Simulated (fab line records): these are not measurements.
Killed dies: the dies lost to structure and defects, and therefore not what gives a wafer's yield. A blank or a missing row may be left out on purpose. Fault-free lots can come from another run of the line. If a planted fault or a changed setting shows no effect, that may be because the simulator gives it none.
fab line records	flow n5-finfet	part 1 of 2: steps 1 to 22 of 27
[record] lots = 5	wafers = 15	last-day = 17
route steps=1938 shown BEOL_M9@1413
lots that met no fault: from a run of the same line without faults
start-h: hours from the record's opening day to when the first of the lot's shown wafers began	wait-h: hours elapsed since this lot's preceding step	" same as the row above	L1.1+2: one row covering several wafers at once	- value missing, or start not given	* or withheld: withheld	< > ~ a bound
route shown NAME@n: names a module that has steps shown in the file, with the first one's number in the route	usual: mean/standard deviation taken from wafers without a fault	same: alike in all rows	chamber/n: place in a boat	sites: per-site readings	_std_site: their standard deviation	_edge_site: inner sites' mean taken away from outer sites' mean	radius-mm: for every site, how far away it sits from the centre of the wafer	mask NAME#n: copy n	behind: the most recent tool/chamber to have shaped the wafer	hold: what put the lot on hold/how long, in hours/how the hold closed	device: transistor that didn't switch, given as n, p or np	end of line: at the end of the route, the tests of the same wafers	a step given without rows: its recipe and nothing more	killed: dies lost to structure and defects at the first sort, not the wafer's yield	map: dies across one wafer; x = killed, . = not, _ = none there
set.NAME: the run value of the setting; set.NAME@STEP: its run value at that earlier step	model.NAME: the simulator's own value behind a step, which no gauge read
lots at selected steps of the route; one table per step, one row per wafer
services: a tool's chamber out of use, with start hour (start-h, from the record's first day; less than 0 if before it), hours out, and reason
[[steps]]
[step N5_BEOL_M9_DEVELOP_10]
[recipe] develop-time-s = 30	developer = TMAH	resist = CAR-ArF	rinse-liquid = diw	dry = air-spin	dev-temp-c = 23
lot.wafer	tool	chamber	start-h	wait-h
L080.1+3+4	litho-track-04	0	-	-
L083.2+4+6	litho-track-04	0	-	-
L084.2+4+5	litho-track-01	0	-	-
L090.2+4+6	litho-track-05	0	-	-
L097.1+2+6	litho-track-05	0	-	-
[step N5_BEOL_M9_CD_MEAS_11]
[recipe] target-cd-nm = 64.1	landing-energy-ev = 500	detector = se-inlens	polarity = opening
[usual] cd-nm = 64.1/0.48
lot.wafer	tool	chamber	start-h	wait-h	cd-nm
L080.1	cd-sem-02	0	249.87	-	64.0
L080.3	"	0	"	"	63.9
L080.4	"	0	"	"	64.5
L083.2	cd-sem-02	0	267.25	-	64.9
L083.4	"	0	"	"	64.5
L083.6	"	0	"	"	64.1
L084.2	cd-sem-01	0	268.86	-	64.2
L084.4	"	0	"	"	63.9
L084.5	"	0	"	"	63.9
L090.2	cd-sem-01	0	315.50	-	64.0
L090.4	"	0	"	"	64.5
L090.6	"	0	"	"	63.6
L097.1	cd-sem-01	0	349.29	-	64.4
L097.2	"	0	"	"	63.7
L097.6	"	0	"	"	64.0
[step N5_BEOL_M9_OVL_MEAS_12]
[recipe] points-per-wafer = 44
[usual] M9_OVL = 0.2/0.68
lot.wafer	tool	chamber	start-h	wait-h	M9_OVL[nm]
L080.1	overlay-02	0	249.90	0.0	-0.3
L080.3	"	0	"	"	0.0
L080.4	"	0	"	"	0.5
L083.2	overlay-01	0	267.28	0.0	0.2
L083.4	"	0	"	"	-0.3
L083.6	"	0	"	"	0.1
L084.2	overlay-01	0	268.89	0.0	-0.3
L084.4	"	0	"	"	0.8
L084.5	"	0	"	"	0.2
L090.2	overlay-01	0	315.53	0.0	-0.2
L090.4	"	0	"	"	-0.4
L090.6	"	0	"	"	-1.5
L097.1	overlay-02	0	349.32	0.0	0.6
L097.2	"	0	"	"	0.7
L097.6	"	0	"	"	1.1
[step N5_BEOL_M9_INSPECT_13]
[recipe] mode = adi	inspect-instrument = brightfield
[usual] raw-defect-count = 387/92
lot.wafer	tool	chamber	start-h	wait-h	raw-defect-count
L080.1	defect-inspect-02	-	249.92	0.0	543
L080.3	"	-	"	"	586
L080.4	"	-	"	"	517
L083.2	defect-inspect-01	-	267.30	0.0	213
L083.4	"	-	"	"	297
L083.6	"	-	"	"	280
L084.2	defect-inspect-01	-	268.92	0.0	381
L084.4	"	-	"	"	455
L084.5	"	-	"	"	294
L090.2	defect-inspect-02	-	315.55	0.0	381
L090.4	"	-	"	"	444
L090.6	"	-	"	"	522
L097.1	defect-inspect-02	-	349.34	0.0	450
L097.2	"	-	"	"	360
L097.6	"	-	"	"	395
[step N5_BEOL_M9_DESCUM_16]
[recipe] chemistry = O2	time-s = 7.9	source-power-w = 50	bias-power-w = 20	pressure-mtorr = 20	rf-frequency-hz = 2.712e+07	temp-c = 40	resist = CAR-ArF	o2-flow-sccm = 225
[usual] bias-power-w = 20.00/0.063	drypump-motor-current-A = 5.5/0.47	oes-product-au = 0.78/0.09	rf-vpp-V = 243.2/1.3	showerhead-plenum-p-Torr = 2.09/0.063	throttle-valve-pct = 20.41/0.21
lot.wafer	tool	chamber	start-h	wait-h	bias-power-w	drypump-motor-current-A	oes-product-au	rf-hours-counter-h	rf-vpp-V	showerhead-plenum-p-Torr	throttle-valve-pct
L080.1	rie-diel-05	2	250.20	0.3	20.05	6.4	0.68	240	241.5	1.99	20.83
L080.3	"	3	"	"	20.02	5.5	0.73	187	243.2	1.99	20.59
L080.4	"	2	"	"	20.06	6.4	0.68	-	241.9	1.99	20.83
L083.2	rie-diel-05	3	267.33	0.0	19.99	5.5	0.72	195	241.8	1.99	20.61
L083.4	"	1	"	"	19.97	5.0	0.69	239	242.6	2.14	20.29
L083.6	"	2	"	"	20.01	6.3	0.67	-	241.6	1.98	20.82
L084.2	rie-diel-03	3	268.99	0.1	19.82	5.4	0.68	226	243.0	2.06	20.43
L084.4	"	1	"	"	20.01	5.4	0.79	134	242.1	2.09	20.29
L084.5	"	3	"	"	19.90	5.4	0.69	-	243.0	2.06	20.41
L090.2	rie-diel-03	3	315.59	0.0	19.97	5.3	0.67	240	242.6	2.05	20.45
L090.4	"	1	"	"	20.03	5.4	0.76	-	242.6	2.09	20.30
L090.6	"	3	"	"	20.06	5.3	0.67	-	243.3	2.05	20.45
L097.1	rie-diel-03	0	349.38	0.0	20.03	5.6	0.75	150	243.3	2.10	20.46
L097.2	"	2	"	"	20.02	4.8	0.86	59	244.1	2.13	20.37
L097.6	"	0	"	"	19.99	5.5	0.75	-	241.4	2.10	20.46
[step N5_BEOL_M9_ETCH_61]
[recipe] chemistry = CF4	target = SiARC	target-depth-a = 390	mask-material = CAR-ArF	time-s = 65	ion-energy-ev = 80	pressure-mtorr = 40	source-w = 545	bias-w = 36	Ar_flow_sccm = 100	cf4-flow-sccm = 100	ends = cleared
[usual] drypump-motor-current-A = 5.5/0.46	etch-rf-on-time-s = 65.0/0.92	oes-product-au = 0.67/0.075	rf-vpp-V = 184.1/1.2	showerhead-plenum-p-Torr = 2.14/0.061	throttle-valve-pct = 15.60/0.21
lot.wafer	tool	chamber	start-h	wait-h	drypump-motor-current-A	etch-rf-on-time-s	oes-product-au	rf-hours-counter-h	rf-vpp-V	showerhead-plenum-p-Torr	throttle-valve-pct
L080.1	rie-diel-05	2	250.23	0.0	6.4	65.1	0.58	240	182.7	2.03	15.96
L080.3	"	3	"	"	5.5	63.7	0.63	187	182.6	2.05	15.77
L080.4	"	2	"	"	6.4	65.0	0.58	-	183.4	2.03	15.97
L083.2	rie-diel-05	3	267.37	0.0	5.5	64.1	0.62	195	183.6	2.04	15.80
L083.4	"	1	"	"	5.0	66.4	0.59	239	184.9	2.19	15.61
L083.6	"	2	"	"	6.4	65.9	0.57	-	182.6	2.03	15.98
L084.2	rie-diel-03	3	269.02	0.0	5.4	65.4	0.58	226	183.4	2.12	15.71
L084.4	"	1	"	"	5.5	64.4	0.67	134	182.8	2.15	15.50
L084.5	"	3	"	"	5.3	65.9	0.58	-	183.3	2.12	15.73
L090.2	rie-diel-03	3	315.62	0.0	5.4	66.4	0.57	240	185.2	2.12	15.72
L090.4	"	1	"	"	5.4	65.9	0.65	-	183.7	2.14	15.55
L090.6	"	3	"	"	5.4	66.6	0.57	-	183.2	2.11	15.73
L097.1	rie-diel-03	0	349.41	0.0	5.5	65.2	0.65	150	184.5	2.13	15.57
L097.2	"	2	"	"	4.8	64.5	0.74	59	184.9	2.18	15.56
L097.6	"	0	"	"	5.5	65.2	0.65	-	184.0	2.13	15.58
[step N5_BEOL_M9_ETCH_62]
[recipe] chemistry = N2/H2	target = SOC	target-depth-a = 1100	overetch-a = 220	mask-material = SiARC	temp-c = 40	time-s = 165	ion-energy-ev = 200	pressure-mtorr = 30	source-w = 840	bias-w = 150	n2-flow-sccm = 200	h2-flow-sccm = 200
[usual] drypump-motor-current-A = 5.5/0.47	oes-product-au = 0.66/0.072	rf-vpp-V = 523.9/2.4	showerhead-plenum-p-Torr = 2.54/0.075	throttle-valve-pct = 17.79/0.23
lot.wafer	tool	chamber	start-h	wait-h	drypump-motor-current-A	oes-product-au	rf-hours-counter-h	rf-vpp-V	showerhead-plenum-p-Torr	throttle-valve-pct
L080.1	rie-diel-05	2	250.28	0.0	6.4	0.57	240	520.0	2.40	18.18
L080.3	"	3	"	"	5.5	0.62	187	520.1	2.43	17.97
L080.4	"	2	"	"	6.4	0.57	-	520.5	2.40	18.19
L083.2	rie-diel-05	3	267.42	0.0	5.5	0.61	195	521.6	2.43	18.01
L083.4	"	1	"	"	5.0	0.59	239	525.7	2.61	17.81
L083.6	"	2	"	"	6.4	0.57	-	519.3	2.40	18.20
L084.2	rie-diel-03	3	269.07	0.0	5.3	0.59	226	523.9	2.51	17.85
L084.4	"	1	"	"	5.4	0.67	134	524.6	2.54	17.63
L084.5	"	3	"	"	5.4	0.58	-	522.1	2.51	17.85
L090.2	rie-diel-03	3	315.67	0.0	5.4	0.58	240	523.2	2.50	17.87
L090.4	"	1	"	"	5.4	0.65	-	522.3	2.54	17.66
L090.6	"	3	"	"	5.4	0.57	-	523.8	2.50	17.88
L097.1	rie-diel-03	0	349.46	0.0	5.5	0.64	150	523.7	2.55	17.87
L097.2	"	2	"	"	4.8	0.72	59	525.6	2.58	17.76
L097.6	"	0	"	"	5.5	0.64	-	525.6	2.55	17.86
[step N5_BEOL_M9_STRIP_68]
[recipe] chemistry = N2/H2	temp-c = 40	n2-flow-sccm = 200	h2-flow-sccm = 200	rf-frequency-hz = 6e+07
lot.wafer	tool	chamber	start-h	wait-h
L080.1+3+4	rie-diel-05	2,3,2	250.42	0.1
L083.2+4+6	rie-diel-05	3,1,2	267.55	0.1
L084.2+4+5	rie-diel-03	3,1,3	269.21	0.1
L090.2+4+6	rie-diel-03	3,1,3	315.81	0.1
L097.1+2+6	rie-diel-03	0,2,0	349.60	0.1
[step N5_BEOL_M9_STRIP_67]
[recipe] chemistry = CF4	resist = SiARC	power-w = 300	bias-power-w = 75	pressure-mtorr = 50	cf4-flow-sccm = 150	rf-frequency-hz = 6e+07
[usual] bias-power-w = 74.98/0.22	drypump-motor-current-A = 5.5/0.46	oes-product-au = 0.78/0.084	power-w = 299.9/0.84	rf-vpp-V = 271.1/1.5	showerhead-plenum-p-Torr = 1.79/0.051	throttle-valve-pct = 13.57/0.22
lot.wafer	tool	chamber	start-h	wait-h	bias-power-w	drypump-motor-current-A	oes-product-au	power-w	rf-hours-counter-h	rf-vpp-V	showerhead-plenum-p-Torr	throttle-valve-pct
L080.1	rie-diel-05	2	250.43	0.0	74.94	6.4	0.68	299.8	240	269.7	1.70	13.97
L080.3	"	3	"	"	74.74	5.5	0.74	298.8	187	270.1	1.71	13.75
L080.4	"	2	"	"	74.84	6.4	0.68	299.7	-	267.7	1.70	13.98
L083.2	rie-diel-05	3	267.56	0.0	74.88	5.5	0.72	300.3	195	269.1	1.71	13.76
L083.4	"	1	"	"	75.17	5.0	0.71	302.0	239	271.7	1.83	13.60
L083.6	"	2	"	"	74.97	6.4	0.68	300.9	-	269.7	1.70	13.99
L084.2	rie-diel-03	3	269.22	0.0	75.11	5.3	0.68	300.8	226	271.7	1.77	13.71
L084.4	"	1	"	"	74.88	5.4	0.78	299.0	134	270.7	1.79	13.48
L084.5	"	3	"	"	75.10	5.3	0.69	299.9	-	270.9	1.77	13.69
L090.2	rie-diel-03	3	315.82	0.0	75.07	5.3	0.67	299.6	240	269.8	1.77	13.75
L090.4	"	1	"	"	74.90	5.4	0.76	300.6	-	271.2	1.79	13.51
L090.6	"	3	"	"	75.26	5.3	0.68	299.4	-	269.1	1.77	13.73
L097.1	rie-diel-03	0	349.61	0.0	74.71	5.5	0.75	298.8	150	271.7	1.79	13.59
L097.2	"	2	"	"	74.86	4.8	0.85	299.0	59	272.3	1.82	13.50
L097.6	"	0	"	"	75.01	5.5	0.76	299.4	-	271.3	1.79	13.57
[step N5_BEOL_M9_HM_OPEN_17]
[recipe] chemistry = Cl2/BCl3	target-depth-a = 200	overetch-a = 60	target = TiN	mask-material = SOC	ion-energy-ev = 150	pressure-mtorr = 10	icp-w = 1000	bias-w = 126	Cl2_flow_sccm = 53.25	bcl3-flow-sccm = 21.75	Ar_flow_sccm = 25
[usual] drypump-motor-current-A = 5.47/0.2	mfc-cl2-sccm = 53.22/0.16	oes-product-au = 0.70/0.088	throttle-valve-pct = 22.15/0.23
lot.wafer	tool	chamber	start-h	wait-h	drypump-motor-current-A	mfc-cl2-sccm	oes-product-au	rf-hours-counter-h	throttle-valve-pct
L080.1	rie-metal-02	1	250.47	0.0	5.81	53.22	0.68	36	22.34
L080.3	"	0	"	"	5.27	53.04	0.82	-	21.82
L080.4	"	1	"	"	5.81	53.06	0.68	-	22.34
L083.2	rie-metal-03	0	267.61	0.0	5.37	53.29	0.59	73	22.42
L083.4	"	1	"	"	5.44	53.15	0.77	-	21.99
L083.6	"	0	"	"	5.38	53.46	0.59	-	22.40
L084.2	rie-metal-01	1	269.26	0.0	5.39	53.17	0.59	84	22.18
L084.4	"	1	"	"	5.38	52.99	0.58	-	22.20
L084.5	"	0	"	"	5.41	53.16	0.68	-	22.29
L090.2	rie-metal-03	1	315.86	0.0	5.41	53.21	0.74	15	22.03
L090.4	"	0	"	"	5.38	53.31	0.57	-	22.41
L090.6	"	1	"	"	5.42	53.33	0.74	-	22.02
L097.1	rie-metal-02	0	349.65	0.0	5.26	53.09	0.78	11	21.83
L097.2	"	1	"	"	5.80	53.45	0.67	44	22.36
L097.6	"	1	"	"	5.76	53.40	0.66	-	22.36
[step N5_BEOL_M9_STRIP_19]
[recipe] chemistry = O2	power-w = 400	temp-c = 40	pressure-mtorr = 30	rf-frequency-hz = 6e+07	bias-power-w = 0	overash-fraction = 0.2	o2-flow-sccm = 225
[usual] drypump-motor-current-A = 5.6/0.45	oes-product-au = 0.78/0.086	rf-vpp-V = 3.6/0.52	showerhead-plenum-p-Torr = 2.10/0.071	throttle-valve-pct = 16.66/0.24
[same] bias-power-w = 0
lot.wafer	tool	chamber	start-h	wait-h	drypump-motor-current-A	oes-product-au	rf-hours-counter-h	rf-vpp-V	showerhead-plenum-p-Torr	throttle-valve-pct
L080.1	rie-diel-05	1	250.79	0.3	5.0	0.69	231	3.9	2.15	16.62
L080.3	"	3	"	"	5.5	0.73	187	3.4	2.00	16.85
L080.4	"	1	"	"	5.0	0.70	-	3.0	2.15	16.60
L083.2	rie-diel-03	1	267.77	0.1	5.4	0.78	134	3.7	2.10	16.55
L083.4	"	3	"	"	5.3	0.68	225	3.4	2.06	16.71
L083.6	"	0	"	"	5.5	0.79	-	3.4	2.11	16.64
L084.2	rie-diel-05	1	269.57	0.3	5.0	0.69	240	3.2	2.14	16.61
L084.4	"	2	"	"	6.3	0.67	250	4.3	1.99	17.08
L084.5	"	3	"	"	5.5	0.72	-	3.2	1.99	16.86
L090.2	rie-diel-05	2	315.97	0.1	6.4	0.96	6	4.1	2.25	16.64
L090.4	"	2	"	"	6.4	0.96	-	2.6	2.25	16.61
L090.6	"	0	"	"	6.4	0.93	-	3.5	2.05	16.66
L097.1	rie-diel-02	2	349.76	0.1	5.2	0.75	206	4.5	2.09	16.90
L097.2	"	1	"	"	5.4	0.82	74	2.9	2.13	16.51
L097.6	"	1	"	"	5.4	0.83	-	3.0	2.13	16.50
[step N5_BEOL_M9_CD_MEAS_18]
[recipe] pitch-nm = 140	target-cd-nm = 70
[usual] cd-nm = 70.1/0.51
lot.wafer	tool	chamber	start-h	wait-h	cd-nm
L080.1	cd-sem-02	-	250.86	0.0	69.9
L080.3	"	-	"	"	69.7
L080.4	"	-	"	"	70.4
L083.2	cd-sem-01	-	267.84	0.1	70.4
L083.4	"	-	"	"	70.3
L083.6	"	-	"	"	69.7
L084.2	cd-sem-01	-	269.64	0.1	69.7
L084.4	"	-	"	"	70.1
L084.5	"	-	"	"	70.2
L090.2	cd-sem-01	-	316.04	0.1	69.9
L090.4	"	-	"	"	70.6
L090.6	"	-	"	"	69.3
L097.1	cd-sem-02	-	349.83	0.0	70.2
L097.2	"	-	"	"	69.9
L097.6	"	-	"	"	69.4
[step N5_BEOL_M9_COAT_63]
[recipe] resist = SOC	temp-c = 250	time-s = 60	spin-rpm = 1500	resist-thk-nm = 60
[usual] plate-temp-C = 250.02/0.16
lot.wafer	tool	chamber	start-h	wait-h	plate-temp-C
L080.1	litho-track-01	0	250.89	0.0	249.83
L080.3	"	0	"	"	249.97
L080.4	"	0	"	"	249.86
L083.2	litho-track-04	0	269.01	1.2	250.10
L083.4	"	0	"	"	250.20
L083.6	"	0	"	"	250.37
L084.2	litho-track-04	0	269.69	0.0	250.31
L084.4	"	0	"	"	250.05
L084.5	"	0	"	"	249.89
L090.2	litho-track-04	0	319.14	3.1	250.22
L090.4	"	0	"	"	250.20
L090.6	"	0	"	"	250.05
L097.1	litho-track-01	0	351.50	1.7	250.01
L097.2	"	0	"	"	249.87
L097.6	"	0	"	"	250.10
[step N5_BEOL_M9_COAT_64]
[recipe] resist = SiARC	temp-c = 220	time-s = 60	spin-rpm = 1500	resist-thk-nm = 12
[usual] plate-temp-C = 220.04/0.13
lot.wafer	tool	chamber	start-h	wait-h	plate-temp-C
L080.1	litho-track-01	0	-	-	219.93
L080.3	"	0	"	"	219.69
L080.4	"	0	"	"	220.02
L083.2	litho-track-04	0	-	-	219.92
L083.4	"	0	"	"	220.27
L083.6	"	0	"	"	220.13
L084.2	litho-track-04	0	-	-	220.13
L084.4	"	0	"	"	220.28
L084.5	"	0	"	"	219.98
L090.2	litho-track-04	0	-	-	220.06
L090.4	"	0	"	"	220.05
L090.6	"	0	"	"	219.93
L097.1	litho-track-01	0	-	-	220.03
L097.2	"	0	"	"	219.96
L097.6	"	0	"	"	220.09
[step N5_BEOL_M9_COAT_75]
[recipe] resist = underlayer	temp-c = 205	time-s = 60	spin-rpm = 1500	resist-thk-nm = 5
[usual] plate-temp-C = 205.00/0.18
lot.wafer	tool	chamber	start-h	wait-h	plate-temp-C
L080.1	litho-track-01	0	-	-	205.06
L080.3	"	0	"	"	205.11
L080.4	"	0	"	"	204.96
L083.2	litho-track-04	0	-	-	205.25
L083.4	"	0	"	"	205.08
L083.6	"	0	"	"	204.87
L084.2	litho-track-04	0	-	-	205.44
L084.4	"	0	"	"	205.00
L084.5	"	0	"	"	205.14
L090.2	litho-track-04	0	-	-	205.18
L090.4	"	0	"	"	205.42
L090.6	"	0	"	"	205.42
L097.1	litho-track-01	0	-	-	204.97
L097.2	"	0	"	"	204.96
L097.6	"	0	"	"	204.87
[step N5_BEOL_M9_COAT_22]
[recipe] resist = CAR-EUV	spin-rpm = 1500	resist-thk-nm = 30
lot.wafer	tool	chamber	start-h	wait-h
L080.1+3+4	litho-track-01	0	-	-
L083.2+4+6	litho-track-04	0	-	-
L084.2+4+5	litho-track-04	0	-	-
L090.2+4+6	litho-track-04	0	-	-
L097.1+2+6	litho-track-01	0	-	-
[step N5_BEOL_M9_EBR_24]
[recipe] solvent = PGMEA	ebr-width-mm = 1.5
lot.wafer	tool	chamber	start-h	wait-h
L080.1+3+4	litho-track-01	0	-	-
L083.2+4+6	litho-track-04	0	-	-
L084.2+4+5	litho-track-04	0	-	-
L090.2+4+6	litho-track-04	0	-	-
L097.1+2+6	litho-track-01	0	-	-
[step N5_BEOL_M9_SOFTBAKE_23]
[recipe] temp-c = 110	time-s = 60	resist = CAR-EUV
[usual] plate-temp-C = 109.98/0.13
lot.wafer	tool	chamber	start-h	wait-h	plate-temp-C
L080.1	litho-track-01	0	-	-	110.00
L080.3	"	0	"	"	110.21
L080.4	"	0	"	"	109.98
L083.2	litho-track-04	0	-	-	109.99
L083.4	"	0	"	"	109.93
L083.6	"	0	"	"	110.12
L084.2	litho-track-04	0	-	-	110.01
L084.4	"	0	"	"	110.01
L084.5	"	0	"	"	110.01
L090.2	litho-track-04	0	-	-	110.16
L090.4	"	0	"	"	110.05
L090.6	"	0	"	"	110.06
L097.1	litho-track-01	0	-	-	110.07
L097.2	"	0	"	"	110.00
L097.6	"	0	"	"	110.03
[step N5_BEOL_M9_EXPOSE_25]
[recipe] mask-id = V8	na = 0.33	source-shape = annular	sigma-inner = 0.4	sigma-outer = 0.8	polarization = unpolarized	dose-mj = 37.25
[same] na = 0.33
lot.wafer	tool	chamber	start-h	wait-h	mask
L080.1+3+4	euv-scanner-01	0	251.15	-	V8#0
L083.2+4+6	euv-scanner-02	0	269.27	-	V8#0
L084.2+4+5	euv-scanner-02	0	269.83	-	V8#0
L090.2+4+6	euv-scanner-02	0	319.44	-	V8#0
L097.1+2+6	euv-scanner-02	0	351.63	-	V8#0
[step N5_BEOL_M9_PEB_26]
[recipe] peb-temp-c = 100	peb-time-s = 60	resist = CAR-EUV
[usual] plate-temp-C = 100.03/0.14
lot.wafer	tool	chamber	start-h	wait-h	plate-temp-C
L080.1	litho-track-01	0	251.22	0.1	99.91
L080.3	"	0	"	"	99.95
L080.4	"	0	"	"	99.96
L083.2	litho-track-01	0	269.33	0.0	100.18
L083.4	"	0	"	"	100.28
L083.6	"	0	"	"	100.24
L084.2	litho-track-01	0	269.89	0.0	99.92
L084.4	"	0	"	"	99.98
L084.5	"	0	"	"	100.11
L090.2	litho-track-05	0	319.50	0.0	99.97
L090.4	"	0	"	"	99.94
L090.6	"	0	"	"	99.81
L097.1	litho-track-01	0	351.70	0.1	99.93
L097.2	"	0	"	"	99.92
L097.6	"	0	"	"	99.85
[step N5_BEOL_M9_DEVELOP_27]
[recipe] develop-time-s = 30	developer = TMAH	resist = CAR-EUV	rinse-liquid = surfactant-rinse	dry = air-spin	dev-temp-c = 23
lot.wafer	tool	chamber	start-h	wait-h
L080.1+3+4	litho-track-01	0	-	-
L083.2+4+6	litho-track-01	0	-	-
L084.2+4+5	litho-track-01	0	-	-
L090.2+4+6	litho-track-05	0	-	-
L097.1+2+6	litho-track-01	0	-	-
[step N5_BEOL_M9_CD_MEAS_28]
[recipe] target-cd-nm = 70	landing-energy-ev = 500	detector = se-inlens	polarity = opening
[usual] cd-nm = 69.94/0.24
lot.wafer	tool	chamber	start-h	wait-h	cd-nm
L080.1	cd-sem-03	0	251.28	-	69.97
L080.3	"	0	"	"	70.12
L080.4	"	0	"	"	69.64
L083.2	cd-sem-03	0	269.40	-	70.42
L083.4	"	0	"	"	69.90
L083.6	"	0	"	"	70.28
L084.2	cd-sem-01	0	269.96	-	69.95
L084.4	"	0	"	"	69.66
L084.5	"	0	"	"	70.01
L090.2	cd-sem-03	0	319.57	-	70.49
L090.4	"	0	"	"	70.23
L090.6	"	0	"	"	69.93
L097.1	cd-sem-02	0	351.76	-	69.79
L097.2	"	0	"	"	69.93
L097.6	"	0	"	"	69.92
